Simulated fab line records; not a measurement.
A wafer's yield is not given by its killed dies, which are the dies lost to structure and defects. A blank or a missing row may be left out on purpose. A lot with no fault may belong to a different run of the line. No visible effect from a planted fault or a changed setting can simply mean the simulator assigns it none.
Chamber matching | flow n5-finfet | rie-diel-01 running N5_BEOL_M5_ETCH_62: 4 sister chambers
The step etches SOC in N2/H2, target depth 75 nm, overetch 15 nm, time 112.5 s. 8 wafers are shown with their chamber, then 8 later ones without.

## EACH WAFER AND ITS CHAMBER
wafer  | chamber | throttle-valve-pct (%) | drypump-motor-current-A (A)
L076.1 | 0       | 17.58                  | 6.1
L075.5 | 1       | 17.47                  | 5.8
L085.3 | 0       | 17.61                  | 6.1
L085.5 | 2       | 18.00                  | 6.1
L087.1 | 1       | 17.51                  | 5.8
L087.3 | 3       | 17.91                  | 6.7
L087.4 | 2       | 18.02                  | 6.0
L088.1 | 3       | 17.90                  | 6.7

## WAFERS WHOSE CHAMBER IS MISSING
wafer  | throttle-valve-pct (%) | drypump-motor-current-A (A)
L088.4 | 17.51                  | 5.9
L088.5 | 17.90                  | 6.7
L089.3 | 17.90                  | 6.7
L089.5 | 17.54                  | 5.8
L089.6 | 17.66                  | 6.1
L095.2 | 17.66                  | 6.1
L095.3 | 17.91                  | 6.7
L095.4 | 18.03                  | 6.0

## EACH ONE'S CHAMBER
wafer  | from the rows above | in truth
L088.4 | 1                   | 1
L088.5 | 3                   | 3
L089.3 | 3                   | 3
L089.5 | 1                   | 1
L089.6 | 0                   | 0
L095.2 | 0                   | 0
L095.3 | 3                   | 3
L095.4 | 2                   | 2
Correctly placed: 8 of 8. Left unplaced by these rows: 0. Placed wrongly: 0.
How it was worked out, from the rows above alone: a wafer's distance from a chamber is the root of the sum, over the readings, of the square of ((its reading less the chamber's mean) divided by the reading's scatter). The wafer belongs to the nearest chamber; if the next one is less than 2 further off, it can't be placed. Each chamber's mean is taken over the wafers shown for it. The scatter is the square root of a quotient: the sum, over the shown wafers, of each reading's squared deviation from its chamber's mean, divided by wafers minus chambers.
